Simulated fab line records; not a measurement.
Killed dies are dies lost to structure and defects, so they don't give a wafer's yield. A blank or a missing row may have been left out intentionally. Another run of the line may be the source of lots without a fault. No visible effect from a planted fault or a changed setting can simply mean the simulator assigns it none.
fab line records	flow n5-finfet
record: lots: 5	wafers: 15	last-day: 17
route steps=1938 shown SD_EPI_N@265 PASSIVATION@1936
lots that met no fault: from a run of the same line without faults
start-h: hours from the record's first day to the start of the lot's first wafer shown	wait-h: hours from the lot's prior step to this one	" same as the row above	L1.1+2: one row covering several wafers at once	- no value, or no start given	* or withheld: withheld	< > ~ a bound
route shown NAME@n: a module of which the file shows steps, and the number in the route of the first	usual: mean/standard deviation of fault-free wafers	same: alike in all rows	chamber/n: place in a boat	sites: per-site readings	_std_site: standard deviation of those values	_edge_site: outer sites' mean less inner sites'	radius-mm: for every site, how far away it sits from the centre of the wafer	mask NAME#n: copy n	behind: tool/chamber where the wafer was last shaped	hold: cause of the lot's hold/its duration in hours/its outcome	device: which transistor (n, p or np) failed to switch	end of line: tests of these same wafers at the route's end	a step given without rows: its recipe and nothing more	killed: dies lost to structure and defects at the first sort, not the wafer's yield	map: shows each die of a wafer: x if killed, . if not, _ if none is there
set.NAME: the run value of the setting; set.NAME@STEP: its run value at that earlier step	model.NAME: the simulator's own value behind a step, which no gauge read
lots at some steps of the route; a table a step, a row a wafer
services: when a tool's chamber went out of use (start-h, in hours from the record's first day, below 0 if earlier), for how many hours, and the reason
== steps ==
step: N5_SD_EPI_N_EBR_05
recipe: solvent: PGMEA	ebr-width-mm: 1.5
step: N5_SD_EPI_N_SOFTBAKE_04
recipe: temp-c: 110	time-s: 60	resist: CAR-ArF-block
step: N5_SD_EPI_N_EXPOSE_06
recipe: mask-id: SD_N_BLK	na: 1.35	source-shape: conventional	sigma-outer: 0.8	polarization: unpolarized	target-cd-nm: 120	dose-mj: 39.75
step: N5_SD_EPI_N_PEB_07
recipe: peb-temp-c: 110	peb-time-s: 60	resist: CAR-ArF-block
step: N5_SD_EPI_N_DEVELOP_08
recipe: develop-time-s: 30	developer: TMAH	resist: CAR-ArF-block	dev-temp-c: 23	rinse-liquid: diw	dry: air-spin
step: N5_SD_EPI_N_CD_MEAS_09
recipe: target-cd-nm: 120	landing-energy-ev: 500	detector: se-inlens
usual: cd-nm: 119.8/0.6
lot.wafer	tool	chamber	start-h	wait-h	cd-nm
L596.1	cd-sem-03	0	92.16	-	119.4
L596.2	"	0	"	"	118.9
L596.6	"	0	"	"	119.4
L601.3	cd-sem-03	0	119.95	-	120.4
L601.4	"	0	"	"	120.0
L601.5	"	0	"	"	119.8
L607.4	cd-sem-01	0	158.29	-	120.8
L607.5	"	0	"	"	120.8
L607.6	"	0	"	"	120.8
L609.2	cd-sem-02	0	170.26	-	120.0
L609.3	"	0	"	"	120.4
L609.5	"	0	"	"	120.2
L612.1	cd-sem-02	0	188.24	-	118.9
L612.4	"	0	"	"	118.9
L612.5	"	0	"	"	118.8
step: N5_SD_EPI_N_OVL_MEAS_10
recipe: points-per-wafer: 44
usual: SD_N_BLK_OVL: -0.5/0.68
same: points-per-wafer: 44
lot.wafer	tool	chamber	start-h	wait-h	SD_N_BLK_OVL[nm]
L596.1	overlay-02	0	92.19	0.0	-1.7
L596.2	"	0	"	"	-0.6
L596.6	"	0	"	"	-1.6
L601.3	overlay-01	0	119.98	0.0	0.1
L601.4	"	0	"	"	0.9
L601.5	"	0	"	"	-0.3
L607.4	overlay-02	0	158.32	0.0	-1.0
L607.5	"	0	"	"	-0.9
L607.6	"	0	"	"	-1.2
L609.2	overlay-01	0	170.29	0.0	-0.6
L609.3	"	0	"	"	-1.4
L609.5	"	0	"	"	-1.4
L612.1	overlay-01	0	188.27	0.0	0.2
L612.4	"	0	"	"	-0.5
L612.5	"	0	"	"	-0.2
step: N5_SD_EPI_N_INSPECT_11
recipe: mode: adi	inspect-instrument: macro
usual: raw-defect-count: 2.1/1.5
lot.wafer	tool	chamber	start-h	wait-h	raw-defect-count
L596.1	defect-inspect-02	-	92.21	0.0	0
L596.2	"	-	"	"	0
L596.6	"	-	"	"	2
L601.3	defect-inspect-02	-	120.00	0.0	0
L601.4	"	-	"	"	2
L601.5	"	-	"	"	6
L607.4	defect-inspect-02	-	158.35	0.0	5
L607.5	"	-	"	"	4
L607.6	"	-	"	"	1
L609.2	defect-inspect-01	-	170.31	0.0	2
L609.3	"	-	"	"	0
L609.5	"	-	"	"	2
L612.1	defect-inspect-01	-	188.30	0.0	2
L612.4	"	-	"	"	2
L612.5	"	-	"	"	6
step: N5_SD_EPI_N_DESCUM_14
recipe: chemistry: O2	time-s: 7.9	source-power-w: 50	bias-power-w: 20	pressure-mtorr: 20	rf-frequency-hz: 2.712e+07	temp-c: 40	resist: CAR-ArF-block	o2-flow-sccm: 225
usual: drypump-motor-current-A: 5.8/0.34	oes-product-au: 0.80/0.088	rf-vpp-V: 243.7/1.3	showerhead-plenum-p-Torr: 2.13/0.073	throttle-valve-pct: 20.38/0.28
lot.wafer	tool	chamber	start-h	wait-h	drypump-motor-current-A	oes-product-au	rf-hours-counter-h	rf-vpp-V	showerhead-plenum-p-Torr	throttle-valve-pct
L596.1	rie-diel-05	3	92.25	0.0	5.8	0.90	22	242.2	2.06	20.34
L596.2	"	2	"	"	5.5	0.92	22	243.0	2.14	20.30
L596.6	"	0	"	"	5.6	0.94	-	244.5	2.23	20.03
L601.3	rie-diel-04	3	120.04	0.0	6.3	0.77	156	243.9	2.08	20.64
L601.4	"	1	"	"	6.5	0.69	-	244.2	2.16	20.69
L601.5	"	0	"	"	6.3	0.73	-	243.2	2.17	20.55
L607.4	rie-diel-05	1	158.38	0.0	5.5	0.71	179	244.2	2.17	20.52
L607.5	"	0	"	"	5.6	0.87	-	243.9	2.22	20.07
L607.6	"	3	"	"	5.8	0.85	-	241.3	2.05	20.35
L609.2	rie-diel-04	2	170.36	0.1	6.1	0.76	160	241.5	2.08	20.75
L609.3	"	3	"	"	6.2	0.76	175	244.3	2.08	20.67
L609.5	"	1	"	"	6.5	0.68	-	245.4	2.15	20.71
L612.1	rie-diel-03	0	188.33	0.0	5.7	0.67	235	243.4	2.16	20.75
L612.4	"	2	"	"	5.8	0.88	51	244.5	2.22	20.14
L612.5	"	0	"	"	5.6	0.67	-	242.5	2.16	20.74
step: N5_SD_EPI_N_ETCH_34
recipe: chemistry: CF4	target: SiARC	target-depth-a: 455	mask-material: CAR-ArF-block	time-s: 75.8	ion-energy-ev: 80	pressure-mtorr: 40	source-w: 545	bias-w: 36	Ar_flow_sccm: 100	cf4-flow-sccm: 100	ends: cleared
usual: drypump-motor-current-A: 5.8/0.35	etch-rf-on-time-s: 75.1/1.1	mfc-ar-sccm: 100.0/0.32	oes-product-au: 0.68/0.073	rf-vpp-V: 184.4/1.2	showerhead-plenum-p-Torr: 2.18/0.07	throttle-valve-pct: 15.55/0.29
lot.wafer	tool	chamber	start-h	wait-h	drypump-motor-current-A	etch-rf-on-time-s	mfc-ar-sccm	oes-product-au	rf-hours-counter-h	rf-vpp-V	showerhead-plenum-p-Torr	throttle-valve-pct
L596.1	rie-diel-05	3	92.28	0.0	5.8	73.9	100.0	0.77	22	182.5	2.10	15.41
L596.2	"	2	"	"	5.5	75.3	100.2	0.76	22	184.6	2.18	15.41
L596.6	"	0	"	"	5.7	74.7	99.9	0.80	-	185.8	2.28	15.23
L601.3	rie-diel-04	3	120.07	0.0	6.2	73.5	100.8	0.67	156	183.3	2.14	15.88
L601.4	"	1	"	"	6.5	74.5	100.0	0.60	-	185.6	2.21	15.94
L601.5	"	0	"	"	6.3	74.8	100.3	0.62	-	184.4	2.21	15.70
L607.4	rie-diel-05	1	158.41	0.0	5.5	75.6	100.6	0.61	179	185.3	2.21	15.70
L607.5	"	0	"	"	5.6	73.8	100.1	0.75	-	187.2	2.27	15.28
L607.6	"	3	"	"	5.8	73.6	100.2	0.74	-	183.5	2.09	15.43
L609.2	rie-diel-04	2	170.40	0.0	6.1	75.8	99.5	0.65	160	183.0	2.13	15.98
L609.3	"	3	"	"	6.2	74.3	99.9	0.65	175	183.3	2.14	15.91
L609.5	"	1	"	"	6.5	74.9	99.8	0.58	-	186.8	2.20	15.97
L612.1	rie-diel-03	0	188.37	0.0	5.7	77.5	100.2	0.57	235	183.6	2.20	15.90
L612.4	"	2	"	"	5.7	75.9	99.6	0.75	51	184.8	2.26	15.28
L612.5	"	0	"	"	5.7	78.0	100.3	0.57	-	182.3	2.20	15.93
step: N5_SD_EPI_N_ETCH_35
recipe: chemistry: N2/H2	target: SOC	overetch-a: 1080	mask-material: SiARC	temp-c: 40	ion-energy-ev: 100	source-w: 3000	bias-w: 133	pressure-mtorr: 20	time-s: 486	n2-flow-sccm: 200	h2-flow-sccm: 200
usual: drypump-motor-current-A: 5.8/0.34	oes-product-au: 0.71/0.073	rf-vpp-V: 241.2/1.4	showerhead-plenum-p-Torr: 2.59/0.087	throttle-valve-pct: 23.7/0.32
lot.wafer	tool	chamber	start-h	wait-h	drypump-motor-current-A	oes-product-au	rf-hours-counter-h	rf-vpp-V	showerhead-plenum-p-Torr	throttle-valve-pct
L596.1	rie-diel-05	3	92.34	0.0	5.8	0.80	22	238.9	2.47	23.6
L596.2	"	2	"	"	5.5	0.80	22	240.7	2.58	23.6
L596.6	"	0	"	"	5.7	0.82	-	242.2	2.70	23.3
L601.3	rie-diel-04	3	120.13	0.0	6.3	0.69	156	239.8	2.54	24.0
L601.4	"	1	"	"	6.4	0.62	-	241.9	2.62	23.9
L601.5	"	0	"	"	6.3	0.64	-	241.7	2.63	23.9
L607.4	rie-diel-05	1	158.47	0.0	5.5	0.63	179	239.6	2.64	23.9
L607.5	"	0	"	"	5.7	0.78	-	242.4	2.69	23.3
L607.6	"	3	"	"	5.8	0.76	-	239.5	2.46	23.6
L609.2	rie-diel-04	2	170.45	0.0	6.1	0.68	160	240.9	2.54	24.5
L609.3	"	3	"	"	6.3	0.67	175	240.0	2.53	24.0
L609.5	"	1	"	"	6.4	0.61	-	242.6	2.61	23.9
L612.1	rie-diel-03	0	188.42	0.0	5.7	0.61	235	242.5	2.61	24.1
L612.4	"	2	"	"	5.8	0.78	51	243.3	2.68	23.4
L612.5	"	0	"	"	5.6	0.61	-	243.1	2.61	24.1
step: N5_SD_EPI_N_STRIP_36
recipe: chemistry: N2/H2	temp-c: 40	n2-flow-sccm: 200	h2-flow-sccm: 200	rf-frequency-hz: 6e+07
step: N5_SD_EPI_N_ETCHBACK_44
recipe: chemistry: CH3F/O2	mode: anisotropic-etchback	target: SiNx	target-depth-a: 145	stop-on: SiO2	over-etch-frac: 0.3	ion-energy-ev: 120	pressure-mtorr: 30	source-w: 395	bias-w: 73	Ar_flow_sccm: 150	CH3F_flow_sccm: 30	O2_flow_sccm: 20
usual: drypump-motor-current-A: 5.8/0.35	mfc-ar-sccm: 150.0/0.44	oes_ar_750_au: 0.80/0.082	oes-product-au: 0.68/0.069	over-etch-frac: 0.3/0	rf-vpp-V: 298/3.8	showerhead-plenum-p-Torr: 2.04/0.069	throttle-valve-pct: 16.29/0.27
lot.wafer	tool	chamber	start-h	wait-h	drypump-motor-current-A	mfc-ar-sccm	oes_ar_750_au	oes-product-au	over-etch-frac	rf-hours-counter-h	rf-vpp-V	showerhead-plenum-p-Torr	throttle-valve-pct	model.SiARC_of_SD_EPI_N_COAT_33.thk-nm
L596.1	rie-diel-05	3	92.66	0.0	5.8	150.3	0.90	0.76	0.3	23	293	1.96	16.15	15.6
L596.2	"	2	"	"	5.5	150.1	0.89	0.76	0.3	22	305	2.04	16.15	15.6
L596.6	"	0	"	"	5.6	150.4	0.93	0.79	0.3	-	294	2.14	16.01	15.8
L601.3	rie-diel-04	3	120.45	0.0	6.2	150.7	0.77	0.65	0.3	156	298	2.00	16.59	15.8
L601.4	"	1	"	"	6.4	150.1	0.70	0.60	0.3	-	295	2.06	16.66	16
L601.5	"	0	"	"	6.3	150.2	0.73	0.62	0.3	-	301	2.06	16.40	16
L607.4	rie-diel-05	1	158.79	0.0	5.5	149.3	0.71	0.54	0.61437	179	302	2.07	16.41	15.2
L607.5	"	0	"	"	5.6	150.6	0.88	0.74	0.3	-	296	2.13	16.03	15.8
L607.6	"	3	"	"	5.8	150.8	0.86	0.72	0.3	-	292	1.95	16.21	15.6
L609.2	rie-diel-04	2	170.78	0.0	6.1	149.5	0.75	0.65	0.3	160	299	1.99	16.68	16.2
L609.3	"	3	"	"	6.3	150.4	0.75	0.65	0.3	175	297	1.99	16.64	15.8
L609.5	"	1	"	"	6.5	150.8	0.68	0.59	0.3	-	296	2.06	16.67	16
L612.1	rie-diel-03	0	188.75	0.0	5.7	150.1	0.69	0.59	0.3	236	301	2.05	16.65	16.2
L612.4	"	2	"	"	5.7	149.4	0.87	0.74	0.3	51	300	2.12	16.03	15.8
L612.5	"	0	"	"	5.6	149.7	0.69	0.58	0.3	-	301	2.05	16.65	16.2
step: N5_SD_EPI_N_ETCH_45
recipe: chemistry: CH3F/O2	target: SiOCN	target-depth-a: 60	mask-material: SOC	ion-energy-ev: 60	bias-w: 29	pressure-mtorr: 15	source-w: 410	Ar_flow_sccm: 150	CH3F_flow_sccm: 30	O2_flow_sccm: 20
usual: drypump-motor-current-A: 5.8/0.34	mfc-ar-sccm: 150.1/0.42	oes-product-au: 0.80/0.085	rf-vpp-V: 127.7/1	showerhead-plenum-p-Torr: 2.03/0.069	throttle-valve-pct: 23.25/0.27
lot.wafer	tool	chamber	start-h	wait-h	drypump-motor-current-A	mfc-ar-sccm	oes-product-au	rf-hours-counter-h	rf-vpp-V	showerhead-plenum-p-Torr	throttle-valve-pct
L596.1	rie-diel-05	3	92.76	0.1	5.8	150.8	0.89	23	126.1	1.95	23.21
L596.2	"	2	"	"	5.5	150.3	0.90	22	126.8	2.03	23.17
L596.6	"	0	"	"	5.6	149.5	0.93	-	129.0	2.14	23.02
L601.3	rie-diel-04	3	120.55	0.1	6.2	150.2	0.77	156	126.3	1.99	23.59
L601.4	"	1	"	"	6.5	150.6	0.69	-	129.8	2.06	23.54
L601.5	"	0	"	"	6.3	150.1	0.72	-	128.5	2.05	23.34
L607.4	rie-diel-05	1	158.89	0.1	5.5	149.7	0.71	179	128.4	2.06	23.36
L607.5	"	0	"	"	5.7	150.4	0.87	-	129.0	2.13	23.04
L607.6	"	3	"	"	5.8	150.7	0.85	-	128.9	1.95	23.25
L609.2	rie-diel-04	2	170.88	0.1	6.1	149.7	0.75	160	126.4	1.98	23.65
L609.3	"	3	"	"	6.3	150.5	0.75	175	129.2	1.98	23.59
L609.5	"	1	"	"	6.5	150.1	0.67	-	127.1	2.05	23.56
L612.1	rie-diel-03	0	188.85	0.1	5.6	150.5	0.68	236	126.4	2.05	23.58
L612.4	"	2	"	"	5.8	150.8	0.87	51	126.6	2.11	23.00
L612.5	"	0	"	"	5.7	149.9	0.68	-	128.0	2.05	23.58
step: N5_SD_EPI_N_ETCH_16
recipe: chemistry: CHF3/O2	target: SiO2	target-depth-a: 50	mask-material: SOC	pressure-mtorr: 30	source-w: 650	bias-w: 170	Ar_flow_sccm: 200	CHF3_flow_sccm: 50	O2_flow_sccm: 5	ion-energy-ev: 200
usual: drypump-motor-current-A: 5.8/0.34	mfc-ar-sccm: 199.9/0.56	oes_ar_750_au: 0.80/0.082	oes-product-au: 0.80/0.086	rf-vpp-V: 525/6.9	showerhead-plenum-p-Torr: 2.45/0.08	throttle-valve-pct: 18.83/0.27
lot.wafer	tool	chamber	start-h	wait-h	drypump-motor-current-A	mfc-ar-sccm	oes_ar_750_au	oes-product-au	rf-hours-counter-h	rf-vpp-V	showerhead-plenum-p-Torr	throttle-valve-pct	model.SiARC_of_SD_EPI_N_COAT_33.thk-nm
L596.1	rie-diel-05	3	92.86	0.1	5.8	199.3	0.89	0.90	23	515	2.37	18.74	12
L596.2	"	2	"	"	5.5	200.4	0.89	0.90	22	535	2.45	18.74	12
L596.6	"	0	"	"	5.6	200.6	0.93	0.93	-	522	2.57	18.56	12.2
L601.3	rie-diel-04	3	120.65	0.1	6.3	198.8	0.77	0.77	156	522	2.40	19.14	12.2
L601.4	"	1	"	"	6.4	199.0	0.69	0.70	-	520	2.48	19.18	12.4
L601.5	"	0	"	"	6.3	199.8	0.72	0.72	-	532	2.48	18.93	12.4
L607.4	rie-diel-05	1	158.99	0.1	5.5	199.6	0.71	0.71	179	534	2.49	18.97	11.8
L607.5	"	0	"	"	5.7	201.0	0.89	0.87	-	522	2.56	18.60	12.2
L607.6	"	3	"	"	5.8	199.8	0.86	0.85	-	514	2.36	18.78	12
L609.2	rie-diel-04	2	170.98	0.1	6.1	200.0	0.75	0.76	160	527	2.40	19.24	12.6
L609.3	"	3	"	"	6.3	199.8	0.75	0.76	175	522	2.40	19.16	12.2
L609.5	"	1	"	"	6.4	199.4	0.68	0.68	-	521	2.47	19.21	12.4
L612.1	rie-diel-03	0	188.95	0.1	5.7	200.4	0.68	0.68	236	533	2.47	19.18	12.6
L612.4	"	2	"	"	5.8	199.1	0.87	0.87	51	528	2.54	18.59	12.2
L612.5	"	0	"	"	5.7	199.2	0.68	0.68	-	532	2.47	19.18	12.6
step: N5_SD_EPI_N_STRIP_47
recipe: chemistry: CHF3/O2	resist: SiARC	rf-frequency-hz: 6e+07
step: N5_PASSIVATION_PROBE_49
usual: killed_at_M0_to_M3: 35/11	killed_at_M4_up: 14/5.4	killed-at-contacts: 12/6.2	killed-at-front-end: 38/11	killed-at-other: 4.1/2.8	killed-dies: 103/17	killed-open: 66/13	killed-short: 34/8.2
same: gross-dies: 1180	killed-at-back-side: 0
lot.wafer	tool	chamber	start-h	wait-h	killed_at_M0_to_M3	killed_at_M4_up	killed-at-contacts	killed-at-front-end	killed-at-other	killed-dies	killed-open	killed-short
L601.3	prober-02	-	339.51	0.1	23	24	15	20	3	85	51	34
L601.4	prober-02	-	339.56	0.2	26	16	2	53	6	103	47	54
L601.5	prober-02	-	339.61	0.2	56	12	19	53	5	145	81	59
killed by level:class
L601.3 MOL_CONTACT_COAG:geometric-particle:open=10 BEOL_M4:geometric-particle:open=10 BEOL_M2:geometric-particle:open=8 BEOL_M4:geometric-particle:short=7 BEOL_M0_SAQP:geometric-particle:short=7 BEOL_M7:geometric-particle:open=5 MOL_CONTACT_COAG:geometric-particle:short=5 BEOL_M0_SAQP:geometric-particle:open=5
L601.4 FIN_SAQP:geometric-particle:short=21 FIN_SAQP:geometric-particle:open=13 BEOL_M1:geometric-particle:short=9 BEOL_M4:geometric-particle:open=9 BEOL_M0_SAQP:geometric-particle:short=6 BEOL_M2:geometric-particle:open=5 BEOL_M4:geometric-particle:short=5 BEOL_M0_SAQP:geometric-particle:open=4
L601.5 BEOL_M0_SAQP:geometric-particle:open=16 MOL_CONTACT_COAG:geometric-particle:open=13 BEOL_M0_SAQP:geometric-particle:short=13 BEOL_M2:geometric-particle:open=11 FIN_SAQP:geometric-particle:open=9 FIN_SAQP:geometric-particle:short=7 MOL_CONTACT_COAG:geometric-particle:short=6 DUMMY_GATE:geometric-particle:open=6
== services ==
tool	chamber	start-h	hours	kind
rie-diel-03	3	95.34	22.6	repair
rie-diel-03	0	103.91	18.7	repair
rie-diel-03	-	112.50	2.8	repair
rie-diel-04	2	116.92	6.0	repair
== key ==
first-sign: step: N5_SD_EPI_N_ETCHBACK_44	reading: over-etch-frac	direction: up	sigmas: 99+	usual: 0.3	struck: 0.61437
effect none on later readings
model-effect: step: N5_SD_EPI_N_ETCHBACK_44	value: SiARC_of_SD_EPI_N_COAT_33.thk-nm	without: 16.2	struck: 15.2
model-effect: step: N5_SD_EPI_N_ETCH_16	value: SiARC_of_SD_EPI_N_COAT_33.thk-nm	without: 12.6	struck: 11.8
met-at N5_SD_EPI_N_ETCHBACK_44
struck-wafers L607.4
tester-left-out L607
fault: kind: process-parameter-drift	tool: rie-diel-05	chamber: 1	onset-h: 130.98	steps: N5_SD_EPI_N_ETCHBACK_44	channel: over-etch-frac	offset: 0.31437	shape: step	end-h: 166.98	acts-in: these-recipes-only	stated: 0.3
tester-left-out: of these lots the tester's yield and bins aren't shown, on N5 and GAA mostly nor the transistor test; their killed dies are dies lost to structure and defects alone, not to doping, threshold or leakage, so they don't give the yield
